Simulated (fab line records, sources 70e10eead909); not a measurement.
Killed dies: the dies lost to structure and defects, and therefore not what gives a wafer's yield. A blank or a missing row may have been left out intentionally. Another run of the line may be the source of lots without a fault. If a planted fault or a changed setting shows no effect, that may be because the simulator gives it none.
Which tool did it?	flow nand-harc	39 wafers from 13 lots sampled at 5 of the route's 1302 steps

## WHAT EACH GAUGE READ, for each wafer
NHARC_P_GATE_CD_MEAS_91: the cd target is 2000 nm. Usual: cd-nm at 2000.3 nm, with a standard deviation of 1.7.
lot	measured	on	cd-nm (nm)	flag
L696	day 5 20:20	cd-sem-02	2002.2 2000.7 2000.3	
L698	day 6 16:45	cd-sem-01	2002.8 2001.6 2000.9	
L700	day 7 09:17	cd-sem-02	2001.0 2003.0 2000.5	
L701	day 7 15:04	cd-sem-01	2000.5 1998.8 2001.8	
L702	day 8 03:50	cd-sem-01	2000.1 2001.0 2002.5	
L703	day 8 11:37	cd-sem-02	1999.0 1999.8 2001.9	
L704	day 9 02:05	cd-sem-01	2002.7 2002.8 2000.0	
L705	day 9 08:36	cd-sem-01	2000.5 1997.9 1998.7	
L706	day 9 14:39	cd-sem-02	- - -	OFF
L709	day 10 22:46	cd-sem-02	1999.4 1997.3 1997.7	
L715	day 13 09:45	cd-sem-02	2001.4 2000.5 1998.4	
L718	day 14 22:11	cd-sem-03	2000.3 1997.9 1998.8	
L719	day 15 11:08	cd-sem-01	1998.3 1996.1 2000.2	

NHARC_P_GATE_INSPECT_68. Usual: raw-defect-count at 200, with a standard deviation of 75.
lot	measured	on	raw-defect-count	flag
L696	day 5 23:25	defect-inspect-02	260 174 155	
L698	day 6 19:48	defect-inspect-02	166 125 120	
L700	day 7 12:22	defect-inspect-01	97 96 126	
L701	day 7 18:08	defect-inspect-01	168 86 233	
L702	day 8 06:55	defect-inspect-01	138 125 308	
L703	day 8 14:43	defect-inspect-02	140 201 327	
L704	day 9 05:10	defect-inspect-02	292 308 274	
L705	day 9 11:40	defect-inspect-02	149 158 195	
L706	day 9 17:44	defect-inspect-02	237 408 166	
L709	day 11 01:51	defect-inspect-02	181 150 321	
L715	day 13 12:49	defect-inspect-01	110 276 253	
L718	day 15 01:20	defect-inspect-01	134 134 260	
L719	day 15 14:12	defect-inspect-02	309 161 237	

## WHICH TOOL RAN EACH LOT (tool, then ch and the chambers of the sampled wafers, then the start)
lot	NHARC_P_GATE_ETCHBACK_37	NHARC_P_GATE_EXPOSE_88	NHARC_P_GATE_RTA_64
L696	rie-diel-09 ch 0,1,2, day 5 20:11 or earlier	krf-scanner-02 ch 0, day 5 20:11	rtp-anneal-01 ch 0, day 5 22:09
L698	rie-diel-13 ch 1,2, day 6 16:35 or earlier	krf-scanner-02 ch 0, day 6 16:35	rtp-anneal-01 ch 0, day 6 18:33
L700	rie-diel-13 ch 0,1,2, day 7 09:08 or earlier	krf-scanner-02 ch 0, day 7 09:08	rtp-anneal-01 ch 0, day 7 11:07
L701	rie-diel-04 ch 0,1,2, day 7 14:55 or earlier	krf-scanner-04 ch 0, day 7 14:55	rtp-anneal-02 ch 0, day 7 16:53
L702	rie-diel-09 ch 0,2, day 8 03:41 or earlier	krf-scanner-02 ch 0, day 8 03:41	rtp-anneal-01 ch 0, day 8 05:40
L703	rie-diel-04 ch 0,3, day 8 11:27 or earlier	krf-scanner-03 ch 0, day 8 11:27	rtp-anneal-01 ch 0, day 8 13:26
L704	rie-diel-09 ch 0,1,2, day 9 01:55 or earlier	krf-scanner-04 ch 0, day 9 01:55	rtp-anneal-02 ch 0, day 9 03:56
L705	rie-diel-09 ch 1,2, day 9 08:26 or earlier	krf-scanner-03 ch 0, day 9 08:26	rtp-anneal-02 ch 0, day 9 10:26
L706	rie-diel-09 ch 0,1,3, day 9 14:30 or earlier	krf-scanner-03 ch 0, day 9 14:30	rtp-anneal-02 ch 0, day 9 16:29
L709	rie-diel-13 ch 1,2, day 10 22:37 or earlier	krf-scanner-04 ch 0, day 10 22:37	rtp-anneal-02 ch 0, day 11 00:37
L715	rie-diel-09 ch 0,2, day 13 09:36 or earlier	krf-scanner-02 ch 0, day 13 09:36	rtp-anneal-01 ch 0, day 13 11:34
L718	rie-diel-04 ch 0,1, day 14 22:02 or earlier	krf-scanner-03 ch 0, day 14 22:02	rtp-anneal-02 ch 0, day 15 00:01
L719	rie-diel-09 ch 0,2,3, day 15 10:58 or earlier	krf-scanner-04 ch 0, day 15 10:58	rtp-anneal-02 ch 0, day 15 12:57
- NHARC_P_GATE_ETCHBACK_37: etches the open film in CHF3/O2, target depth 34.5 nm, time 17.2 s.
- NHARC_P_GATE_EXPOSE_88: exposes mask P HVN, target cd 2000 nm.
- NHARC_P_GATE_RTA_64: time 1 s.

## WHAT THE TOOLS THEMSELVES READ (means of the sampled wafers that have a number; where no wafer has one, the mark that the record gives instead)
NHARC_P_GATE_ETCHBACK_37. Usual: chf3-flow-sccm 50.02 sccm, standard deviation 0.15; drypump-motor-current-A 5.7 A, standard deviation 0.48; oes-product-au 0.938 a.u., standard deviation 0.028; rf-vpp-V 370.5 V, standard deviation 2.8; showerhead-plenum-p-Torr 2.40 Torr, standard deviation 0.12; throttle-valve-pct 20.573 %, standard deviation 0.0098.
lot	tool	chf3-flow-sccm (sccm)	drypump-motor-current-A (A)	oes-product-au (a.u.)	rf-vpp-V (V)	showerhead-plenum-p-Torr (Torr)	throttle-valve-pct (%)	flag
L696	rie-diel-09	50.17	5.9	0.924	368.1	2.29	20.578	
L698	rie-diel-13	49.99	5.4	0.967	372.9	2.50	20.571	
L700	rie-diel-13	50.02	5.6	0.950	370.3	2.42	20.578	
L701	rie-diel-04	49.86	6.0	0.925	371.2	2.42	20.576	
L702	rie-diel-09	50.25	5.8	0.915	368.3	2.29	20.568	
L703	rie-diel-04	50.03	5.5	0.909	372.7	2.49	20.564	
L704	rie-diel-09	50.00	5.9	1.009	368.1	2.28	20.578	
L705	rie-diel-09	50.11	5.6	0.925	366.5	2.25	20.563	
L706	rie-diel-09	49.93	5.9	0.926	370.6	2.39	20.569	
L709	rie-diel-13	50.22	5.4	0.990	371.9	2.45	20.575	
L715	rie-diel-09	49.97	5.8	0.919	369.2	2.29	20.575	
L718	rie-diel-04	49.89	5.5	0.933	373.5	2.52	20.575	
L719	rie-diel-09	49.98	5.8	0.940	370.8	2.39	20.561	

NHARC_P_GATE_EXPOSE_88. Usual: exposure-dose-mJ-cm2 11.869, standard deviation 0.01; stage-vel-mm-s 500.00 mm/s, standard deviation 0.23.
lot	tool	exposure-dose-mJ-cm2	stage-vel-mm-s (mm/s)	flag
L696	krf-scanner-02	11.860	500.15	
L698	krf-scanner-02	11.867	500.18	
L700	krf-scanner-02	11.860	500.00	
L701	krf-scanner-04	11.871	499.99	
L702	krf-scanner-02	11.879	499.90	
L703	krf-scanner-03	11.869	499.95	
L704	krf-scanner-04	11.881	499.95	
L705	krf-scanner-03	11.866	500.05	
L706	krf-scanner-03	11.868	500.20	
L709	krf-scanner-04	11.869	500.16	
L715	krf-scanner-02	11.877	499.71	
L718	krf-scanner-03	11.862	500.01	
L719	krf-scanner-04	11.876	499.83	

NHARC_P_GATE_RTA_64. Usual: lamp-power-pct 38.4 %, standard deviation 0.81; lamp_zone_2_pct 38.4 %, standard deviation 0.82; wafer_temp_C_max 1054.9, standard deviation 2.1.
lot	tool	lamp-power-pct (%)	lamp_zone_2_pct (%)	wafer_temp_C_max	flag
L696	rtp-anneal-01	39.2	39.3	1052.7	
L698	rtp-anneal-01	39.2	39.2	1052.9	
L700	rtp-anneal-01	39.2	39.3	1052.7	
L701	rtp-anneal-02	37.6	37.7	1056.0	
L702	rtp-anneal-01	39.2	39.2	1053.2	
L703	rtp-anneal-01	39.2	39.2	1052.9	
L704	rtp-anneal-02	37.6	37.6	1056.5	
L705	rtp-anneal-02	37.6	37.6	1056.5	
L706	rtp-anneal-02	37.6	37.6	1056.5	
L709	rtp-anneal-02	37.6	37.7	1056.4	
L715	rtp-anneal-01	39.3	39.3	1053.1	
L718	rtp-anneal-02	37.6	37.7	1056.5	
L719	rtp-anneal-02	37.6	37.6	1057.3	

## THE ANSWER, worked out from the rows above alone
Rule: a lot counts as off when the mean over its wafers that have a number is more than 3 standard deviations away from the usual mean. A lot without any number at a reading at which 4 lots or more have one is off too. All remaining lots with rows at the step are treated as sound. Order of review: gauges by route order, followed by the tools' own readings, for which a lot's mean as printed above is used. The first step at which some lot is off is used, and at that step the reading that is off furthest; a lot without a number counts as furthest.
Off at NHARC_P_GATE_CD_MEAS_91 (cd-nm): L706. Without a number there: L706.
A tool fits if, at a process step before that reading, it ran every lot that is off, and no sound lot after the first of them. The gauges at NHARC_P_GATE_CD_MEAS_91 are tried like those tools. Because NHARC_P_GATE_ETCHBACK_37 lacks a start for some lots, the hours and order of its lots are taken from NHARC_P_GATE_EXPOSE_88. No candidate that was tried fits.

## WHAT WAS PUT IN BY THE SIMULATOR
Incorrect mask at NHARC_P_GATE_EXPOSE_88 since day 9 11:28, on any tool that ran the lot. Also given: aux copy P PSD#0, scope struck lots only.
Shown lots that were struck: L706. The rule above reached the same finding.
